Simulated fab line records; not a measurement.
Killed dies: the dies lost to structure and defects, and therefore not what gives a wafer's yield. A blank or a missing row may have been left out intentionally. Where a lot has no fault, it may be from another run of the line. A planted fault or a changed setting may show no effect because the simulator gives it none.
8D (eight disciplines) problem report, filled in by code ; flow n5_finfet ; the parts of the form that need people (team, actions taken, sign-off) are left out

== 1. WHAT IS WRONG ==
etch_rf_on_time_s at N5_BEOL_M11_ETCH_61 reads a mean of 85.2 s on 2 wafers of 1 lot; wafers without a fault read 65.4 s with a standard deviation of 1.2. Measured from the usual mean, that is +16 standard deviations.
The step: etches SiARC in CF4, target depth 39 nm, time 65 s.
First observed at day 14 18:34: wafer L906.2, on rie_diel-05. The record has a number at this step for 32 wafers belonging to 11 lots. The rule behind "out" and "out of limits": a value lying over 4 standard deviations away from the usual mean. The other wafers with a number count as sound.

== 2. WHAT THIS IS AND IS NOT ==
question;is;is not
which readings at this step;etch_rf_on_time_s;chamber_pressure_mTorr, drypump_motor_current_A, oes_product_au, rf_vpp_V, showerhead_plenum_p_Torr, throttle_valve_pct
which lots;L906;L888, L890, L892, L893, L895, L896, L897, L898, L909, L911
which wafers of those lots;all that have a number;-
read on which tools;rie_diel-05;rie_diel-02, rie_diel-04
when;from day 14 18:34;"up to then (24 sound wafers); but 6 sound wafers of L909, L911 came after"

== 3. SUSPECTS, AND WHAT RULES EACH OUT ==
Counting: a tool at any process step up to the reading remains a suspect when it ran all the lots that are out and ran no sound lot after the first of those.
- pvd_sputter-03 at N5_BEOL_M11_HM_DEP_02 (deposits TiN, target thk 20 nm): kept. It ran the lot that is out, L906 (day 14 18:04), and no sound lot after that; its last sound lot up to then is L898 (day 12 13:25).
- rie_diel-05 at N5_BEOL_M11_ETCH_61 (etches SiARC in CF4, target depth 39 nm, time 65 s): kept. It ran the lot that is out, L906 (day 14 18:34), and no sound lot after that; its last sound lot up to then is L898 (day 12 15:05). Its own etch_rf_on_time_s readings are out on those wafers.
The count leaves rie_diel-05 at N5_BEOL_M11_ETCH_61 and pvd_sputter-03 at N5_BEOL_M11_HM_DEP_02.

== 4. THE CAUSE (what the simulator had put in) ==
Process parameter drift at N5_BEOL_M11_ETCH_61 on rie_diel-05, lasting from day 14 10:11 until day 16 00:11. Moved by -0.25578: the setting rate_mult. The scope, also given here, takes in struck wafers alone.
This tool is one of the 2 suspects left after counting.

== 5. SEQUENCE OF EFFECTS, ordered by route ==
Each row: a reading whose mean over the struck wafers that have a number lies more than 3 standard deviations from the usual. Only readings whose record carries a usual standard deviation are examined. hours: median over the lots of the time between each lot's start at the first step of this table that gives one and its start at this step. sigmas: the change, counted in usual standard deviations.
hours;step;reading;usual;on struck wafers;change;sigmas
0;N5_BEOL_M11_ETCH_61;etch_rf_on_time_s;65.4 s;85.2;+19.8;+16
Here are the process steps it includes:
- N5_BEOL_M11_ETCH_61: etches SiARC in CF4, target depth 39 nm, time 65 s.

== 6. HOW IT WOULD HAVE BEEN CAUGHT EARLIER ==
First out-of-limits reading in this record: day 14 18:34, which is 8 hours after fault onset at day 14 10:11.
